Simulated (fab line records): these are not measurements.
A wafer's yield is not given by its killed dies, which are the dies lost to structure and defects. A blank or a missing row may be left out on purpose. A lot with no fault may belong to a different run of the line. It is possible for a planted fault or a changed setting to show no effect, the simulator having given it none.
fab line records	flow n5Finfet
record: lots: 6	wafers: 18	lastDay: 16
route steps=1938 shown BEOL_M13@1681 PASSIVATION@1936
lots that met no fault: taken from a fault-free run of the same line
startH: the number of hours between the record's first day and the start of the first shown wafer of the lot	waitH: hours elapsed since this lot's preceding step	" unchanged from the row above	L1.1+2: a row that stands for several wafers	- value missing, or start not given	* or withheld: withheld	< > ~ a bound
route shown NAME@n: names a module that has steps shown in the file, with the first one's number in the route	usual: mean and standard deviation over wafers with no fault	same: alike in all rows	chamber/n: place in a boat	sites: each site's reading	_std_site: standard deviation across them	_edge_site: mean of outer sites minus mean of inner sites	radiusMm: for every site, how far away it sits from the centre of the wafer	mask NAME#n: copy n	behind: tool/chamber where the wafer was last shaped	hold: cause of the lot's hold/its duration in hours/its outcome	device: which transistor (n, p or np) failed to switch	end of line: tests of these same wafers at the route's end	a step with no rows: only its recipe	killed: the dies lost at the first sort to structure and to defects; this is not the yield of the wafer	map: shows each die of a wafer: x if killed, . if not, _ if none is there
set.NAME: the setting the step ran with; set.NAME@STEP: the setting that earlier step ran with	model.NAME: the simulator's own value behind a step, which no gauge read
lots at selected steps of the route; one table per step, one row per wafer
services: a tool's chamber out of use, with start hour (startH, from the record's first day; less than 0 if before it), hours out, and reason
== steps ==
step: N5_BEOL_M13_COAT_66
recipe: resist: SiARC	tempC: 220	timeS: 60	spinRpm: 1500	resistThkNm: 110
step: N5_BEOL_M13_COAT_22
recipe: spinRpm: 2888	resistThkNm: 300
step: N5_BEOL_M13_EBR_24
recipe: solvent: PGMEA	ebrWidthMm: 1.5
step: N5_BEOL_M13_SOFTBAKE_23
recipe: tempC: 130	timeS: 60
step: N5_BEOL_M13_EXPOSE_25
recipe: maskId: M13	na: 0.93	sourceShape: conventional	sigmaOuter: 0.4	polarization: unpolarized	targetCdNm: 210	doseMj: 22
step: N5_BEOL_M13_PEB_26
recipe: pebTempC: 130	pebTimeS: 90
step: N5_BEOL_M13_DEVELOP_27
recipe: developTimeS: 45	rinseLiquid: diw	dry: airSpin	devTempC: 21
step: N5_BEOL_M13_HARDBAKE_32
recipe: tempC: 130	timeS: 120
step: N5_BEOL_M13_CD_MEAS_28
recipe: targetCdNm: 209.5	landingEnergyEv: 500	detector: seInlens
usual: cdNm: 209.7/0.92
lot.wafer	tool	chamber	startH	waitH	cdNm
L918.1	cdSem-02	0	245.41	-	210.2
L918.3	"	0	"	"	208.6
L918.5	"	0	"	"	209.4
L919.3	cdSem-01	0	260.98	-	208.4
L919.5	"	0	"	"	209.7
L919.6	"	0	"	"	209.6
L932.2	cdSem-03	0	326.17	-	208.9
L932.3	"	0	"	"	208.8
L932.4	"	0	"	"	210.1
L933.2	cdSem-02	0	327.93	-	210.4
L933.5	"	0	"	"	208.5
L933.6	"	0	"	"	210.5
L931.2	cdSem-03	0	335.88	-	210.7
L931.3	"	0	"	"	211.8
L931.5	"	0	"	"	209.7
L936.2	cdSem-01	0	340.93	-	210.1
L936.5	"	0	"	"	208.9
L936.6	"	0	"	"	209.7
step: N5_BEOL_M13_OVL_MEAS_29
recipe: pointsPerWafer: 44
usual: M13_OVL: -3/4.9
lot.wafer	tool	chamber	startH	waitH	M13_OVL[nm]
L918.1	overlay-01	0	245.44	0.0	-2
L918.3	"	0	"	"	-8
L918.5	"	0	"	"	-3
L919.3	overlay-02	0	261.00	0.0	1
L919.5	"	0	"	"	-2
L919.6	"	0	"	"	-9
L932.2	overlay-01	0	326.20	0.0	6
L932.3	"	0	"	"	-3
L932.4	"	0	"	"	9
L933.2	overlay-02	0	327.95	0.0	-10
L933.5	"	0	"	"	-6
L933.6	"	0	"	"	-5
L931.2	overlay-02	0	335.91	0.0	-7
L931.3	"	0	"	"	-8
L931.5	"	0	"	"	-2
L936.2	overlay-01	0	340.96	0.0	-8
L936.5	"	0	"	"	-11
L936.6	"	0	"	"	-14
step: N5_BEOL_M13_INSPECT_30
recipe: mode: adi	inspectInstrument: macro
usual: rawDefectCount: 2.2/1.5
lot.wafer	tool	chamber	startH	waitH	rawDefectCount
L918.1	defectInspect-01	-	245.47	0.0	1
L918.3	"	-	"	"	1
L918.5	"	-	"	"	3
L919.3	defectInspect-01	-	261.03	0.0	0
L919.5	"	-	"	"	1
L919.6	"	-	"	"	6
L932.2	defectInspect-01	-	326.23	0.0	3
L932.3	"	-	"	"	1
L932.4	"	-	"	"	1
L933.2	defectInspect-01	-	327.98	0.0	1
L933.5	"	-	"	"	3
L933.6	"	-	"	"	2
L931.2	defectInspect-01	-	335.93	0.0	5
L931.3	"	-	"	"	1
L931.5	"	-	"	"	1
L936.2	defectInspect-01	-	340.98	0.0	1
L936.5	"	-	"	"	1
L936.6	"	-	"	"	3
step: N5_BEOL_M13_DESCUM_33
recipe: chemistry: O2	timeS: 7.9	sourcePowerW: 50	biasPowerW: 20	pressureMtorr: 20	rfFrequencyHz: 2.712e+07	tempC: 40	o2FlowSccm: 225
usual: drypumpMotorCurrentA: 5.8/0.4	oesProductAu: 0.81/0.1	rfVppV: 242.6/1.3	showerheadPlenumPTorr: 2.06/0.066	throttleValvePct: 20.32/0.27
lot.wafer	tool	chamber	startH	waitH	drypumpMotorCurrentA	oesProductAu	rfHoursCounterH	rfVppV	showerheadPlenumPTorr	throttleValvePct
L918.1	rieDiel-04	0	245.50	0.0	5.6	0.68	223	243.3	2.07	20.77
L918.3	"	1	"	"	6.1	0.74	179	243.9	2.17	20.31
L918.5	"	1	"	"	6.1	0.74	-	244.2	2.17	20.32
L919.3	rieDiel-02	2	261.13	0.1	5.1	0.90	25	242.6	2.06	20.01
L919.5	"	1	"	"	5.7	0.74	-	240.1	1.92	19.96
L919.6	"	0	"	"	5.7	0.72	-	240.7	2.08	20.65
L932.2	rieDiel-04	2	326.49	0.3	5.7	0.87	44	243.2	2.03	20.29
L932.3	"	3	"	"	5.8	1.01	3	241.1	2.06	20.26
L932.4	"	3	"	"	5.8	1.01	-	243.2	2.06	20.28
L933.2	rieDiel-02	1	328.01	0.0	5.7	0.74	178	240.5	1.91	20.00
L933.5	"	3	"	"	6.2	0.87	-	243.1	2.12	19.88
L933.6	"	0	"	"	5.7	0.71	-	242.8	2.08	20.68
L931.2	rieDiel-04	1	335.96	0.0	6.1	0.71	212	244.9	2.16	20.37
L931.3	"	2	"	"	5.7	0.85	46	242.1	2.03	20.29
L931.5	"	3	"	"	5.8	0.99	-	244.2	2.06	20.28
L936.2	rieDiel-02	0	341.02	0.0	5.7	0.72	191	242.4	2.08	20.68
L936.5	"	3	"	"	6.3	0.88	-	242.6	2.12	19.88
L936.6	"	0	"	"	5.7	0.71	-	243.0	2.08	20.69
step: N5_BEOL_M13_ETCH_67
recipe: chemistry: CF4	target: SiARC	targetDepthA: 1430	timeS: 238.3	ionEnergyEv: 80	pressureMtorr: 40	sourceW: 545	biasW: 36	Ar_flow_sccm: 100	cf4FlowSccm: 100	ends: cleared
usual: cf4FlowSccm: 100.04/0.29	drypumpMotorCurrentA: 5.7/0.4	etchRfOnTimeS: 238/4.2	mfcArSccm: 100.0/0.31	oesProductAu: 0.69/0.088	rfVppV: 183.7/1.2	showerheadPlenumPTorr: 2.11/0.064	throttleValvePct: 15.54/0.27
lot.wafer	tool	chamber	startH	waitH	cf4FlowSccm	drypumpMotorCurrentA	etchRfOnTimeS	mfcArSccm	oesProductAu	rfHoursCounterH	rfVppV	showerheadPlenumPTorr	throttleValvePct
L918.1	rieDiel-04	0	245.54	0.0	100.44	5.5	241	100.2	0.58	223	183.8	2.12	15.98
L918.3	"	1	"	"	99.86	6.1	242	99.4	0.62	179	186.5	2.22	15.57
L918.5	"	1	"	"	100.08	6.1	240	99.9	0.62	-	186.3	2.22	15.59
L919.3	rieDiel-02	2	261.16	0.0	100.07	5.1	232	100.0	0.77	25	183.3	2.09	15.10
L919.5	"	1	"	"	99.57	5.7	234	100.3	0.63	-	181.6	1.98	15.28
L919.6	"	0	"	"	99.98	5.7	246	100.1	0.61	-	183.8	2.14	15.86
L932.2	rieDiel-04	2	326.53	0.0	99.97	5.7	238	100.0	0.75	44	182.4	2.10	15.55
L932.3	"	3	"	"	99.68	5.8	233	99.9	0.85	3	183.8	2.10	15.42
L932.4	"	3	"	"	99.56	5.8	231	99.7	0.85	-	183.1	2.10	15.40
L933.2	rieDiel-02	1	328.05	0.0	129.81	5.7	228	100.0	0.64	178	183.1	2.16	16.46
L933.5	"	3	"	"	130.27	6.3	230	100.5	0.76	-	184.0	2.38	16.32
L933.6	"	0	"	"	129.64	5.7	234	100.0	0.62	-	183.8	2.33	17.07
L931.2	rieDiel-04	1	336.00	0.0	99.93	6.1	239	100.4	0.61	212	184.3	2.21	15.63
L931.3	"	2	"	"	100.33	5.7	236	100.3	0.73	46	183.6	2.10	15.53
L931.5	"	3	"	"	99.50	5.8	233	99.7	0.84	-	185.3	2.10	15.41
L936.2	rieDiel-02	0	341.05	0.0	130.47	5.7	233	100.0	0.61	192	183.9	2.33	17.09
L936.5	"	3	"	"	130.22	6.2	228	100.3	0.74	-	185.4	2.38	16.32
L936.6	"	0	"	"	130.44	5.7	231	99.7	0.62	-	183.7	2.33	17.08
step: N5_BEOL_M13_ETCH_68
recipe: chemistry: N2/H2	target: SOC	maskMaterial: SiARC	sourceW: 3000	biasW: 350	tempC: 40	timeS: 355	ionEnergyEv: 200	pressureMtorr: 30	n2FlowSccm: 200	h2FlowSccm: 200
usual: drypumpMotorCurrentA: 5.8/0.4	oesProductAu: 0.81/0.1	rfVppV: 522.7/2.4	showerheadPlenumPTorr: 2.50/0.082	throttleValvePct: 17.68/0.27
lot.wafer	tool	chamber	startH	waitH	drypumpMotorCurrentA	oesProductAu	rfHoursCounterH	rfVppV	showerheadPlenumPTorr	throttleValvePct
L918.1	rieDiel-04	0	245.68	0.1	5.6	0.68	224	523.2	2.51	18.08
L918.3	"	1	"	"	6.1	0.73	179	526.7	2.64	17.73
L918.5	"	1	"	"	6.1	0.74	-	528.0	2.64	17.74
L919.3	rieDiel-02	2	261.31	0.1	5.2	0.90	25	522.5	2.48	17.20
L919.5	"	1	"	"	5.7	0.75	-	517.5	2.33	17.34
L919.6	"	0	"	"	5.7	0.72	-	524.6	2.53	18.06
L932.2	rieDiel-04	2	326.67	0.1	5.7	0.87	44	521.5	2.48	17.66
L932.3	"	3	"	"	5.9	1.01	3	522.1	2.50	17.59
L932.4	"	3	"	"	5.8	1.01	-	521.7	2.50	17.62
L933.2	rieDiel-02	1	328.19	0.1	5.7	0.73	178	517.3	2.33	17.40
L933.5	"	3	"	"	6.3	0.87	-	523.5	2.59	17.37
L933.6	"	0	"	"	5.7	0.71	-	523.8	2.53	18.09
L931.2	rieDiel-04	1	336.14	0.1	6.1	0.70	213	525.1	2.63	17.79
L931.3	"	2	"	"	5.7	0.87	46	521.9	2.48	17.65
L931.5	"	3	"	"	5.9	0.98	-	522.7	2.50	17.60
L936.2	rieDiel-02	0	341.20	0.1	5.7	0.71	192	523.7	2.52	18.09
L936.5	"	3	"	"	6.3	0.87	-	525.0	2.59	17.37
L936.6	"	0	"	"	5.7	0.71	-	522.9	2.53	18.10
step: N5_PASSIVATION_PROBE_49
usual: defectLimitedYield: 91.5/1.3	killed_at_M0_to_M3: 33/11	killed_at_M4_up: 14/5.3	killedAtContacts: 11/6.3	killedAtFrontEnd: 38/10	killedAtOther: 3.7/2.8	killedDies: 101/16	killedOpen: 67/12	killedShort: 32/7.4	sort_bin_5_function: 5.0/0.86	sort_bin_6_memory: 3.2/0.69	sortNPass: 1079/16	sortYieldPct: 91.5/1.3
same: grossDies: 1180	killedAtBackSide: 0	sort_bin_4_leakage[%]: 0	sort_bin_8_speed[%]: 0
lot.wafer	tool	chamber	startH	waitH	defectLimitedYield[%]	killed_at_M0_to_M3	killed_at_M4_up	killedAtContacts	killedAtFrontEnd	killedAtOther	killedDies	killedOpen	killedShort	sort_bin_5_function[%]	sort_bin_6_memory[%]	sortNPass	sortYieldPct[%]
L918.1	prober-01	-	281.70	0.2	90.8	35	10	17	44	3	109	72	34	5.9	3.2	1071	90.8
L918.3	prober-01	-	281.80	0.3	92.5	34	8	6	34	7	89	66	20	4.9	2.6	1091	92.5
L918.5	prober-01	-	281.90	0.4	92.5	34	12	8	32	3	89	61	28	5.0	2.5	1091	92.5
L919.3	prober-02	-	299.66	0.1	90.8	38	13	8	45	4	108	82	23	5.8	3.2	1072	90.8
L919.5	prober-02	-	299.76	0.2	92.1	45	15	7	24	2	93	57	35	4.9	2.5	1087	92.1
L919.6	prober-02	-	299.81	0.3	89.9	58	11	11	35	4	119	79	39	5.7	4.0	1061	89.9
L932.2	prober-01	-	356.46	0.1	91.4	22	14	6	54	5	101	62	37	4.8	3.2	1079	91.4
L932.3	prober-01	-	356.51	0.1	91.9	20	13	5	50	7	95	66	27	5.5	2.0	1085	91.9
L932.4	prober-01	-	356.56	0.2	92.7	23	10	8	44	1	86	60	25	4.2	3.0	1094	92.7
L933.2	prober-02	-	362.82	0.1	90.5	60	9	7	31	5	112	74	37	5.9	3.4	1068	90.5
L933.5	prober-02	-	362.97	0.2	90.3	38	10	10	53	4	115	79	33	5.4	3.9	1065	90.3
L933.6	prober-02	-	363.02	0.3	94.2	25	3	2	36	3	69	39	28	3.6	2.0	1111	94.2
L931.2	prober-01	-	365.00	0.1	92.1	31	15	10	32	5	93	67	24	5.1	2.7	1087	92.1
L931.3	prober-01	-	365.05	0.1	91.8	37	8	15	33	4	97	70	25	4.5	3.5	1083	91.8
L931.5	prober-01	-	365.15	0.2	90.6	39	23	5	38	6	111	69	42	5.8	3.5	1069	90.6
L936.2	prober-01	-	372.07	0.1	91.4	33	19	7	38	4	101	71	24	4.3	4.0	1079	91.4
L936.5	prober-01	-	372.22	0.2	92.8	26	14	5	38	2	85	45	36	4.2	2.9	1095	92.8
L936.6	prober-01	-	372.27	0.3	92.1	31	6	9	44	3	93	56	36	4.3	3.1	1087	92.1
killed by level:class
L918.1 MOL_CONTACT_COAG:geometricParticle:open=15 FIN_SAQP:geometricParticle:open=14 FIN_SAQP:geometricParticle:short=8 BEOL_M0_SAQP:geometricParticle:open=7 BEOL_M1:geometricParticle:open=5 BEOL_M3:geometricParticle:open=5 BEOL_M3:geometricParticle:short=5 DUMMY_GATE:geometricParticle:open=4
L918.3 BEOL_M1:geometricParticle:open=8 BEOL_M0_SAQP:geometricParticle:open=8 GATE_CUT:geometricParticle:open=7 BEOL_M3:geometricParticle:open=7 MOL_CONTACT_COAG:geometricParticle:open=6 FIN_SAQP:geometricParticle:open=5 STI_FIN_REVEAL:geometricParticle:open=5 GATE_CUT:geometricParticle:short=5
L918.5 BEOL_M0_SAQP:geometricParticle:open=10 STI_FIN_REVEAL:geometricParticle:open=7 BEOL_M4:geometricParticle:open=7 FIN_SAQP:geometricParticle:short=6 MOL_CONTACT_COAG:geometricParticle:open=6 BEOL_M3:geometricParticle:open=6 FIN_SAQP:geometricParticle:open=4 GATE_CUT:geometricParticle:short=4
L919.3 FIN_SAQP:geometricParticle:open=13 BEOL_M3:geometricParticle:open=12 MOL_CONTACT_COAG:geometricParticle:open=8 BEOL_M5:geometricParticle:open=8 FIN_SAQP:geometricParticle:short=6 STI_FIN_REVEAL:geometricParticle:open=6 BEOL_M2:geometricParticle:open=6 BEOL_M0_SAQP:geometricParticle:open=6
L919.5 BEOL_M0_SAQP:geometricParticle:short=12 BEOL_M3:geometricParticle:open=10 BEOL_M0_SAQP:geometricParticle:open=10 FIN_SAQP:geometricParticle:short=8 GATE_CUT:geometricParticle:short=6 BEOL_M5:geometricParticle:open=6 FIN_SAQP:geometricParticle:open=5 MOL_CONTACT_COAG:geometricParticle:open=5
L919.6 BEOL_M0_SAQP:geometricParticle:open=17 BEOL_M0_SAQP:geometricParticle:short=14 FIN_SAQP:geometricParticle:open=11 MOL_CONTACT_COAG:geometricParticle:open=9 BEOL_M1:geometricParticle:open=6 BEOL_M1:geometricParticle:short=6 BEOL_M2:geometricParticle:open=5 STI_FIN_REVEAL:geometricParticle:open=4
L932.2 FIN_SAQP:geometricParticle:open=18 FIN_SAQP:geometricParticle:short=12 STI_FIN_REVEAL:geometricParticle:open=9 MOL_CONTACT_COAG:geometricParticle:open=6 BEOL_M1:geometricParticle:open=5 BEOL_M4:geometricParticle:short=5 BEOL_M0_SAQP:geometricParticle:short=4 BEOL_M2:geometricParticle:open=4
L932.3 FIN_SAQP:geometricParticle:open=16 STI_FIN_REVEAL:geometricParticle:open=11 FIN_SAQP:geometricParticle:short=8 BEOL_M2:geometricParticle:open=8 STARTING-WAFER:geometricParticle:short=5 MOL_CONTACT_COAG:geometricParticle:open=5 BEOL_M0_SAQP:geometricParticle:open=5 BEOL_M4:geometricParticle:open=4
L932.4 STI_FIN_REVEAL:geometricParticle:open=13 FIN_SAQP:geometricParticle:short=10 FIN_SAQP:geometricParticle:open=9 BEOL_M3:geometricParticle:open=9 MOL_CONTACT_COAG:geometricParticle:open=6 BEOL_M2:geometricParticle:open=6 BEOL_M0_SAQP:geometricParticle:open=5 STI_FIN_REVEAL:geometricParticle:short=3
L933.2 BEOL_M0_SAQP:geometricParticle:open=18 STI_FIN_REVEAL:geometricParticle:open=16 BEOL_M0_SAQP:geometricParticle:short=16 BEOL_M3:geometricParticle:open=10 MOL_CONTACT_COAG:geometricParticle:open=7 ILD0:geometricParticle:short=5 BEOL_M2:geometricParticle:open=5 FIN_SAQP:geometricParticle:open=3
L933.5 STI_FIN_REVEAL:geometricParticle:open=20 BEOL_M0_SAQP:geometricParticle:short=12 BEOL_M3:geometricParticle:open=11 MOL_CONTACT_COAG:geometricParticle:open=10 FIN_SAQP:geometricParticle:short=9 FIN_SAQP:geometricParticle:open=6 BEOL_M0_SAQP:geometricParticle:open=6 BEOL_M1:geometricParticle:open=5
L933.6 STI_FIN_REVEAL:geometricParticle:open=9 FIN_SAQP:geometricParticle:short=6 BEOL_M3:geometricParticle:open=6 STI_FIN_REVEAL:geometricParticle:short=5 GATE_CUT:geometricParticle:open=4 GATE_CUT:geometricParticle:short=4 BEOL_M1:geometricParticle:open=4 BEOL_M0_SAQP:geometricParticle:short=4
L931.2 MOL_CONTACT_COAG:geometricParticle:open=9 BEOL_M0_SAQP:geometricParticle:open=8 BEOL_M4:geometricParticle:open=8 FIN_SAQP:geometricParticle:open=6 GATE_CUT:geometricParticle:short=6 BEOL_M0_SAQP:geometricParticle:short=6 DUMMY_GATE:geometricParticle:open=5 BEOL_M1:geometricParticle:open=5
L931.3 MOL_CONTACT_COAG:geometricParticle:open=12 BEOL_M1:geometricParticle:open=11 BEOL_M2:geometricParticle:open=10 FIN_SAQP:geometricParticle:open=7 FIN_SAQP:geometricParticle:short=4 DUMMY_GATE:geometricParticle:open=4 BEOL_M0_SAQP:geometricParticle:open=4 BEOL_M3:geometricParticle:open=4
L931.5 BEOL_M0_SAQP:geometricParticle:open=10 BEOL_M0_SAQP:geometricParticle:short=9 GATE_CUT:geometricParticle:short=9 BEOL_M4:geometricParticle:open=9 BEOL_M1:geometricParticle:open=7 FIN_SAQP:geometricParticle:short=6 DUMMY_GATE:geometricParticle:open=5 BEOL_M3:geometricParticle:open=5
L936.2 BEOL_M2:geometricParticle:open=9 FIN_SAQP:geometricParticle:open=8 MOL_CONTACT_COAG:geometricParticle:open=7 BEOL_M0_SAQP:geometricParticle:short=7 GATE_CUT:geometricParticle:short=6 GATE_CUT:geometricParticle:open=6 BEOL_M0_SAQP:geometricParticle:open=6 BEOL_M3:geometricParticle:open=6
L936.5 FIN_SAQP:geometricParticle:short=10 BEOL_M0_SAQP:geometricParticle:open=8 FIN_SAQP:geometricParticle:open=5 GATE_CUT:geometricParticle:open=4 BEOL_M0_SAQP:geometricParticle:short=4 BEOL_M5:geometricParticle:open=4 ILD0:geometricParticle:short=3 GATE_CUT:geometricParticle:short=3
L936.6 FIN_SAQP:geometricParticle:short=12 FIN_SAQP:geometricParticle:open=10 BEOL_M2:geometricParticle:open=10 MOL_CONTACT_COAG:geometricParticle:open=6 BEOL_M0_SAQP:geometricParticle:short=6 STI_FIN_REVEAL:geometricParticle:open=4 GATE_CUT:geometricParticle:short=4 BEOL_M0_SAQP:geometricParticle:open=4
== services ==
tool	chamber	startH	hours	kind
rieDiel-04	2	250.08	2.5	repair
rieDiel-04	3	257.50	8.1	repair
rieDiel-02	-	270.26	14.6	pm
rieDiel-02	-	289.47	0.3	repair
rieDiel-04	3	298.96	-	clean
rieDiel-04	3	298.96	-	consumableReplace:focusRing
rieDiel-04	3	298.96	20.0	scheduledDown
rieDiel-04	3	298.96	20.0	ventCycle
rieDiel-04	0	318.99	-	clean
rieDiel-04	0	318.99	-	consumableReplace:focusRing
rieDiel-04	0	318.99	15.8	scheduledDown
rieDiel-04	0	318.99	15.8	ventCycle
== key ==
firstSign: step: N5_BEOL_M13_ETCH_67	reading: cf4FlowSccm	direction: up	sigmas: 99+	usual: 100.04	struck: 130.14
effect: step: N5_BEOL_M13_ETCH_67	reading: throttleValvePct	direction: up	sigmas: 4.4	usual: *	struck: *
metAt N5_BEOL_M13_ETCH_67
struckWafers L933.2,L933.5,L933.6,L936.2,L936.5,L936.6
onsetBetween 261.16 328.05
fault: kind: processParameterDrift	tool: rieDiel-02	chamber: -	onsetH: 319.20	steps: N5_BEOL_M13_ETCH_67	channel: cf4FlowSccm	offset: 30	shape: step	endH: 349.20	actsIn: theseRecipesOnly	stated: 100
